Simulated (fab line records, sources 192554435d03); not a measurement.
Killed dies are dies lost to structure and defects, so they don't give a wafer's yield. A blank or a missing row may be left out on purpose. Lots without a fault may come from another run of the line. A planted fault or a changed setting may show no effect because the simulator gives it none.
fab line records | flow n5_finfet
record lots=24 wafers=72 last_day=17
route steps=1938 shown BEOL_M2@898 BEOL_M3@932
lots that met no fault: from a run of the same line without faults
start_h: hours from the record's first day to the start of the lot's first wafer shown | wait_h: hours since the lot's step before | " the same as in the row above | L1.1+2: a row that stands for several wafers | - no value, or no start given | * or withheld: withheld | < > ~ a bound
route shown NAME@n: a module of which the file shows steps, and the number in the route of the first | usual: mean/standard deviation of fault-free wafers | same: alike in all rows | chamber/n: place in a boat | sites: the reading at each site | _std_site: their standard deviation | _edge_site: outer sites' mean less inner sites' | radius_mm: how far each site lies from the wafer's centre | mask NAME#n: copy n | behind: the tool/chamber that last shaped the wafer | hold: why the lot was held/for how many hours/how that ended | device: the transistor (n, p or np) that didn't switch | end of line: the same wafers' tests at the end of the route | a step without rows: its recipe alone | killed: dies lost to structure and defects at the first sort, not the wafer's yield | map: a wafer's dies, x killed, . not, _ none there
set.NAME: the setting as run; set.NAME@STEP: as run at that earlier step | model.NAME: the simulator's own value behind a step, which no gauge read
steps of the route over a sample of lots; a table a step, a row a wafer
services: from which hour (start_h, from the record's first day; less than 0 if before it) a tool's chamber was out of use, for how many hours, and why
## steps
# step N5_BEOL_M2_CD_MEAS_35
# recipe target_cd_nm=18 target_cd_y_nm=22.2 polarity=opening
# usual cd_nm=18.1/0.31
# columns lot.wafer tool chamber start_h wait_h cd_nm
L074.1 cd_sem-02 - 145.93 0.0 18.0
L074.3 " - " " 18.0
L074.6 " - " " 18.3
L075.1 cd_sem-02 - 156.85 0.0 17.6
L075.3 " - " " 17.9
L075.4 " - " " 18.5
L076.1 cd_sem-01 - 159.97 0.0 18.0
L076.4 " - " " 18.9
L076.6 " - " " 18.6
L078.2 cd_sem-02 - 165.99 0.0 18.0
L078.3 " - " " 18.1
L078.6 " - " " 17.9
L079.3 cd_sem-01 - 173.14 0.0 18.4
L079.5 " - " " 18.2
L079.6 " - " " 18.3
L077.2 cd_sem-01 - 178.10 0.0 18.4
L077.5 " - " " 18.3
L077.6 " - " " 18.1
L080.2 cd_sem-02 - 181.35 0.0 17.9
L080.3 " - " " 17.6
L080.4 " - " " 17.9
L081.3 cd_sem-01 - 186.36 0.0 17.9
L081.4 " - " " 18.0
L081.5 " - " " 17.9
L082.2 cd_sem-01 - 202.43 0.0 18.3
L082.4 " - " " 18.6
L082.5 " - " " 17.9
L083.1 cd_sem-03 - 206.08 0.0 17.4
L083.2 " - " " 17.8
L083.4 " - " " 18.1
L084.1 cd_sem-02 - 209.38 0.0 17.5
L084.2 " - " " 18.2
L084.3 " - " " 18.0
L085.1 cd_sem-01 - 212.74 0.0 18.4
L085.3 " - " " 18.4
L085.4 " - " " 18.0
L086.1 cd_sem-03 - 220.46 0.0 18.2
L086.2 " - " " 17.8
L086.4 " - " " 18.2
L087.2 cd_sem-01 - 224.47 0.0 18.2
L087.4 " - " " 17.8
L087.6 " - " " 18.1
L088.1 cd_sem-01 - 232.92 0.0 18.7
L088.3 " - " " 18.1
L088.4 " - " " 18.2
L089.1 cd_sem-03 - 236.45 0.0 17.9
L089.3 " - " " 18.6
L089.6 " - " " 18.4
L090.2 cd_sem-01 - 244.91 0.0 18.3
L090.4 " - " " 17.7
L090.5 " - " " 18.0
L091.1 cd_sem-01 - 249.75 0.0 18.3
L091.4 " - " " 18.3
L091.6 " - " " 18.0
L092.1 cd_sem-02 - 262.41 0.0 18.2
L092.4 " - " " 17.8
L092.5 " - " " 17.4
L094.1 cd_sem-03 - 268.07 0.0 17.6
L094.2 " - " " 17.6
L094.5 " - " " 17.7
L093.3 cd_sem-03 - 269.90 0.0 17.6
L093.4 " - " " 18.0
L093.5 " - " " 18.2
L095.2 cd_sem-03 - 276.37 0.0 17.5
L095.3 " - " " 18.1
L095.4 " - " " 18.3
L096.1 cd_sem-03 - 276.46 0.0 17.9
L096.4 " - " " 18.0
L096.5 " - " " 18.2
L097.2 cd_sem-03 - 283.71 0.0 17.9
L097.3 " - " " 18.2
L097.4 " - " " 18.1
# step N5_BEOL_M2_DEGAS_44
# recipe ambient=vacuum temp_c=250 time_s=60
# usual heater_power_w=323/38
# columns lot.wafer tool chamber start_h wait_h heater_power_w
L074.1 pvd_sputter-01 - 148.56 2.6 368
L074.3 " - " " 405
L074.6 " - " " 395
L075.1 pvd_sputter-02 - 157.43 0.6 328
L075.3 " - " " 388
L075.4 " - " " 303
L076.1 pvd_sputter-02 - 160.21 0.2 374
L076.4 " - " " 304
L076.6 " - " " 298
L078.2 pvd_sputter-02 - 166.03 0.0 386
L078.3 " - " " 331
L078.6 " - " " 274
L079.3 pvd_sputter-01 - 173.34 0.2 297
L079.5 " - " " 285
L079.6 " - " " 306
L077.2 pvd_sputter-03 - 178.37 0.3 302
L077.5 " - " " 301
L077.6 " - " " 300
L080.2 pvd_sputter-02 - 181.97 0.6 374
L080.3 " - " " 332
L080.4 " - " " 316
L081.3 pvd_sputter-03 - 186.47 0.1 296
L081.4 " - " " 316
L081.5 " - " " 296
L082.2 pvd_sputter-01 - 202.91 0.5 361
L082.4 " - " " 398
L082.5 " - " " 402
L083.1 pvd_sputter-01 - 206.63 0.6 401
L083.2 " - " " 309
L083.4 " - " " 284
L084.1 pvd_sputter-01 - 209.73 0.3 294
L084.2 " - " " 399
L084.3 " - " " 359
L085.1 pvd_sputter-03 - 212.96 0.2 303
L085.3 " - " " 309
L085.4 " - " " 303
L086.1 pvd_sputter-03 - 221.12 0.7 305
L086.2 " - " " 302
L086.4 " - " " 302
L087.2 pvd_sputter-03 - 226.32 1.9 302
L087.4 " - " " 301
L087.6 " - " " 299
L088.1 pvd_sputter-02 - 233.59 0.7 306
L088.3 " - " " 273
L088.4 " - " " 369
L089.1 pvd_sputter-03 - 236.59 0.1 300
L089.3 " - " " 295
L089.6 " - " " 302
L090.2 pvd_sputter-03 - 245.11 0.2 297
L090.4 " - " " 303
L090.5 " - " " 315
L091.1 pvd_sputter-01 - 250.01 0.3 397
L091.4 " - " " 310
L091.6 " - " " 356
L092.1 pvd_sputter-02 - 262.91 0.5 300
L092.4 " - " " 383
L092.5 " - " " 271
L094.1 pvd_sputter-01 - 268.80 0.7 308
L094.2 " - " " 396
L094.5 " - " " 305
L093.3 pvd_sputter-03 - 272.14 2.2 304
L093.4 " - " " 313
L093.5 " - " " 299
L095.2 pvd_sputter-01 - 276.55 0.2 367
L095.3 " - " " 294
L095.4 " - " " 400
L096.1 pvd_sputter-01 - 276.83 0.4 360
L096.4 " - " " 289
L096.5 " - " " 399
L097.2 pvd_sputter-02 - 283.75 0.0 303
L097.3 " - " " 386
L097.4 " - " " 274
# step N5_BEOL_M2_ANNEAL_95
# recipe temp_c=400 time_s=240 ambient=vacuum
# usual heater_power_w=810/98
# columns lot.wafer tool chamber start_h wait_h heater_power_w
L074.1 pvd_sputter-01 - 151.06 0.0 784
L074.3 " - " " 1027
L074.6 " - " " 892
L075.1 pvd_sputter-03 - 161.21 0.0 756
L075.3 " - " " 777
L075.4 " - " " 754
L076.1 pvd_sputter-02 - 162.63 0.0 678
L076.4 " - " " 744
L076.6 " - " " 761
L078.2 pvd_sputter-01 - 168.42 0.0 887
L078.3 " - " " 723
L078.6 " - " " 998
L079.3 pvd_sputter-03 - 175.65 0.0 735
L079.5 " - " " 749
L079.6 " - " " 730
L077.2 pvd_sputter-01 - 180.64 0.0 1026
L077.5 " - " " 890
L077.6 " - " " 716
L080.2 pvd_sputter-02 - 184.25 0.0 842
L080.3 " - " " 672
L080.4 " - " " 947
L081.3 pvd_sputter-01 - 188.88 0.0 891
L081.4 " - " " 776
L081.5 " - " " 770
L082.2 pvd_sputter-01 - 205.19 0.0 722
L082.4 " - " " 780
L082.5 " - " " 981
L083.1 pvd_sputter-02 - 209.45 0.0 699
L083.2 " - " " 839
L083.4 " - " " 951
L084.1 pvd_sputter-02 - 212.27 0.0 766
L084.2 " - " " 836
L084.3 " - " " 696
L085.1 pvd_sputter-02 - 215.31 0.0 936
L085.3 " - " " 755
L085.4 " - " " 674
L086.1 pvd_sputter-03 - 223.34 0.0 740
L086.2 " - " " 745
L086.4 " - " " 715
L087.2 pvd_sputter-02 - 228.77 0.0 751
L087.4 " - " " 698
L087.6 " - " " 679
L088.1 pvd_sputter-03 - 236.07 0.0 759
L088.3 " - " " 764
L088.4 " - " " 745
L089.1 pvd_sputter-03 - 238.78 0.0 753
L089.3 " - " " 743
L089.6 " - " " 773
L090.2 pvd_sputter-02 - 247.57 0.0 775
L090.4 " - " " 833
L090.5 " - " " 837
L091.1 pvd_sputter-02 - 252.47 0.0 687
L091.4 " - " " 765
L091.6 " - " " 830
L092.1 pvd_sputter-01 - 265.52 0.0 788
L092.4 " - " " 1012
L092.5 " - " " 994
L094.1 pvd_sputter-02 - 271.14 0.0 826
L094.2 " - " " 751
L094.5 " - " " 955
L093.3 pvd_sputter-02 - 274.44 0.0 684
L093.4 " - " " 848
L093.5 " - " " 965
L095.2 pvd_sputter-01 - 278.83 0.0 771
L095.3 " - " " 727
L095.4 " - " " 989
L096.1 pvd_sputter-02 - 279.20 0.0 969
L096.4 " - " " 763
L096.5 " - " " 671
L097.2 pvd_sputter-01 - 285.97 0.0 774
L097.3 " - " " 897
L097.4 " - " " 738
# step N5_BEOL_M2_CO_CAP_55
# recipe material=Co target_thk_a=20 temp_c=200 precursor=CCTBA/H2 pressure_torr=30 time_s=102.1
# usual heater_power_w=218/24
# columns lot.wafer tool chamber start_h wait_h heater_power_w
L074.1 cvd_co-02 0 152.40 0.0 251
L074.3 " 1 " " 185
L074.6 " 1 " " 182
L075.1 cvd_co-02 0 162.32 0.0 258
L075.3 " 2 " " 207
L075.4 " 2 " " 211
L076.1 cvd_co-01 2 163.63 0.0 228
L076.4 " 2 " " 233
L076.6 " 1 " " 234
L078.2 cvd_co-01 0 169.42 0.0 203
L078.3 " 1 " " 234
L078.6 " 2 " " 236
L079.3 cvd_co-01 2 176.65 0.0 227
L079.5 " 1 " " 232
L079.6 " 0 " " 202
L077.2 cvd_co-02 0 181.74 0.0 249
L077.5 " 1 " " 183
L077.6 " 0 " " 252
L080.2 cvd_co-01 0 185.26 0.0 199
L080.3 " 1 " " 232
L080.4 " 1 " " 230
L081.3 cvd_co-02 0 189.88 0.0 251
L081.4 " 2 " " 217
L081.5 " 1 " " 179
L082.2 cvd_co-01 2 206.20 0.0 237
L082.4 " 1 " " 231
L082.5 " 0 " " 200
L083.1 cvd_co-02 2 210.46 0.0 214
L083.2 " 0 " " 261
L083.4 " 0 " " 255
L084.1 cvd_co-01 1 213.58 0.0 235
L084.2 " 2 " " 231
L084.3 " 0 " " 199
L085.1 cvd_co-01 0 216.32 0.0 200
L085.3 " 1 " " 225
L085.4 " 2 " " 231
L086.1 cvd_co-01 1 224.35 0.0 228
L086.2 " 2 " " 230
L086.4 " 0 " " 198
L087.2 cvd_co-02 1 230.23 0.0 178
L087.4 " 1 " " 186
L087.6 " 0 " " 256
L088.1 cvd_co-01 0 237.07 0.0 199
L088.3 " 1 " " 228
L088.4 " 0 " " 194
L089.1 cvd_co-02 2 239.86 0.0 209
L089.3 " 0 " " 249
L089.6 " 0 " " 248
L090.2 cvd_co-02 1 248.58 0.0 183
L090.4 " 0 " " 255
L090.5 " 2 " " 208
L091.1 cvd_co-02 1 253.63 0.0 179
L091.4 " 0 " " 253
L091.6 " 1 " " 184
L092.1 cvd_co-01 2 266.52 0.0 232
L092.4 " 2 " " 233
L092.5 " 1 " " 234
L094.1 cvd_co-01 1 272.42 0.0 235
L094.2 " 2 " " 232
L094.5 " 0 " " 201
L093.3 cvd_co-02 0 275.46 0.0 253
L093.4 " 0 " " 255
L093.5 " 2 " " 218
L095.2 cvd_co-01 0 279.84 0.0 197
L095.3 " 1 " " 233
L095.4 " 1 " " 235
L096.1 cvd_co-02 1 280.21 0.0 183
L096.4 " 0 " " 249
L096.5 " 2 " " 217
L097.2 cvd_co-02 0 287.01 0.0 252
L097.3 " 2 " " 212
L097.4 " 0 " " 250
# step N5_BEOL_M3_THK_MEAS_01
# recipe reads=SiOC_of_BEOL_M3_ILD_DEP_00
# usual M3_ILD_THK=78.8/0.89
# columns lot.wafer tool chamber start_h wait_h M3_ILD_THK[nm]
L074.1 film_metro-01 - 152.72 0.0 77.5
L074.3 " - " " 78.6
L074.6 " - " " 79.2
L075.1 film_metro-02 - 162.63 0.0 78.6
L075.3 " - " " 77.7
L075.4 " - " " 79.2
L076.1 film_metro-01 - 163.94 0.0 78.2
L076.4 " - " " 79.9
L076.6 " - " " 78.7
L078.2 film_metro-01 - 169.74 0.1 76.9
L078.3 " - " " 78.0
L078.6 " - " " 80.3
L079.3 film_metro-02 - 176.96 0.1 78.4
L079.5 " - " " 79.0
L079.6 " - " " 78.7
L077.2 film_metro-02 - 182.05 0.1 78.1
L077.5 " - " " 80.2
L077.6 " - " " 79.5
L080.2 film_metro-02 - 185.57 0.1 77.2
L080.3 " - " " 78.0
L080.4 " - " " 81.0
L081.3 film_metro-02 - 190.20 0.1 79.3
L081.4 " - " " 80.4
L081.5 " - " " 79.9
L082.2 film_metro-02 - 206.54 0.1 77.3
L082.4 " - " " 79.2
L082.5 " - " " 79.0
L083.1 film_metro-02 - 210.80 0.0 77.3
L083.2 " - " " 78.0
L083.4 " - " " 80.4
L084.1 film_metro-01 - 213.94 0.1 77.8
L084.2 " - " " 78.3
L084.3 " - " " 78.5
L085.1 film_metro-02 - 216.69 0.1 79.5
L085.3 " - " " 80.5
L085.4 " - " " 79.6
L086.1 film_metro-02 - 224.68 0.1 78.7
L086.2 " - " " 79.2
L086.4 " - " " 80.0
L087.2 film_metro-01 - 230.59 0.1 78.2
L087.4 " - " " 78.7
L087.6 " - " " 79.5
L088.1 film_metro-02 - 237.43 0.1 78.4
L088.3 " - " " 80.0
L088.4 " - " " 78.4
L089.1 film_metro-01 - 240.20 0.0 77.8
L089.3 " - " " 78.1
L089.6 " - " " 77.1
L090.2 film_metro-01 - 248.92 0.1 77.8
L090.4 " - " " 79.0
L090.5 " - " " 80.6
L091.1 film_metro-02 - 253.96 0.1 77.6
L091.4 " - " " 78.1
L091.6 " - " " 78.7
L092.1 film_metro-02 - 266.84 0.0 78.5
L092.4 " - " " 79.3
L092.5 " - " " 78.2
L094.1 film_metro-01 - 272.74 0.0 77.9
L094.2 " - " " 78.4
L094.5 " - " " 78.4
L093.3 film_metro-02 - 275.88 0.1 79.0
L093.4 " - " " 78.9
L093.5 " - " " 79.5
L095.2 film_metro-02 - 280.16 0.1 78.7
L095.3 " - " " 77.6
L095.4 " - " " 81.1
L096.1 film_metro-02 - 280.54 0.1 79.3
L096.4 " - " " 80.0
L096.5 " - " " 80.5
L097.2 film_metro-01 - 287.33 0.1 78.6
L097.3 " - " " 78.2
L097.4 " - " " 78.9
# step N5_BEOL_M3_CD_MEAS_28
# recipe target_cd_nm=25.7 landing_energy_ev=500 detector=se_inlens target_cd_y_nm=23.3 polarity=opening
# usual cd_nm=25.68/0.24
# columns lot.wafer tool chamber start_h wait_h cd_nm
L074.1 cd_sem-03 0 156.27 - 25.55
L074.3 " 0 " " 25.95
L074.6 " 0 " " 25.49
L075.1 cd_sem-02 0 166.09 - 25.60
L075.3 " 0 " " 25.86
L075.4 " 0 " " 25.61
L076.1 cd_sem-03 0 166.27 - 25.84
L076.4 " 0 " " 25.49
L076.6 " 0 " " 25.74
L078.2 cd_sem-01 0 173.71 - 25.74
L078.3 " 0 " " 25.67
L078.6 " 0 " " 25.94
L079.3 cd_sem-03 0 179.78 - 25.94
L079.5 " 0 " " 25.62
L079.6 " 0 " " 25.44
L077.2 cd_sem-02 0 183.93 - 25.39
L077.5 " 0 " " 25.68
L077.6 " 0 " " 25.59
L080.2 cd_sem-03 0 187.65 - 25.51
L080.3 " 0 " " 25.70
L080.4 " 0 " " 25.66
L081.3 cd_sem-01 0 193.59 - 25.31
L081.4 " 0 " " 25.80
L081.5 " 0 " " 25.79
L082.2 cd_sem-03 0 207.98 - 25.66
L082.4 " 0 " " 25.58
L082.5 " 0 " " 25.91
L083.1 cd_sem-02 0 214.50 - 25.65
L083.2 " 0 " " 25.86
L083.4 " 0 " " 25.80
L084.1 cd_sem-01 0 217.38 - 25.81
L084.2 " 0 " " 25.80
L084.3 " 0 " " 25.87
L085.1 cd_sem-02 0 218.49 - 25.94
L085.3 " 0 " " 25.45
L085.4 " 0 " " 25.92
L086.1 cd_sem-01 0 228.01 - 25.74
L086.2 " 0 " " 25.83
L086.4 " 0 " " 25.95
L087.2 cd_sem-02 0 234.77 - 25.97
L087.4 " 0 " " 25.52
L087.6 " 0 " " 25.98
L088.1 cd_sem-03 0 240.81 - 25.63
L088.3 " 0 " " 25.95
L088.4 " 0 " " 25.71
L089.1 cd_sem-03 0 245.14 - 25.77
L089.3 " 0 " " 25.50
L089.6 " 0 " " 25.99
L090.2 cd_sem-01 0 250.79 - 25.44
L090.4 " 0 " " 25.60
L090.5 " 0 " " 25.18
L091.1 cd_sem-02 0 255.90 - 25.82
L091.4 " 0 " " 25.47
L091.6 " 0 " " 26.07
L092.1 cd_sem-03 0 269.28 - 25.63
L092.4 " 0 " " 25.65
L092.5 " 0 " " 25.12
L094.1 cd_sem-03 0 276.99 - 25.51
L094.2 " 0 " " 25.31
L094.5 " 0 " " 25.65
L093.3 cd_sem-01 0 277.68 - 26.07
L093.4 " 0 " " 25.71
L093.5 " 0 " " 25.69
L095.2 cd_sem-03 0 281.69 - 26.11
L095.3 " 0 " " 25.51
L095.4 " 0 " " 25.97
L096.1 cd_sem-03 0 284.61 - 25.43
L096.4 " 0 " " 26.12
L096.5 " 0 " " 25.87
L097.2 cd_sem-02 0 291.55 - 25.64
L097.3 " 0 " " 25.27
L097.4 " 0 " " 25.77
## services
# columns tool chamber start_h hours kind
pvd_sputter-03 - 152.30 1.4 repair
cvd_co-02 0 183.96 5.5 repair
cvd_co-02 2 191.18 10.4 repair
cvd_co-01 - 194.75 0.4 repair
cvd_co-01 - 238.04 2.7 repair
cvd_co-02 - 263.99 6.9 pm
cvd_co-02 1 271.56 2.1 repair
pvd_sputter-02 - 281.96 0.5 repair
## key
fault none
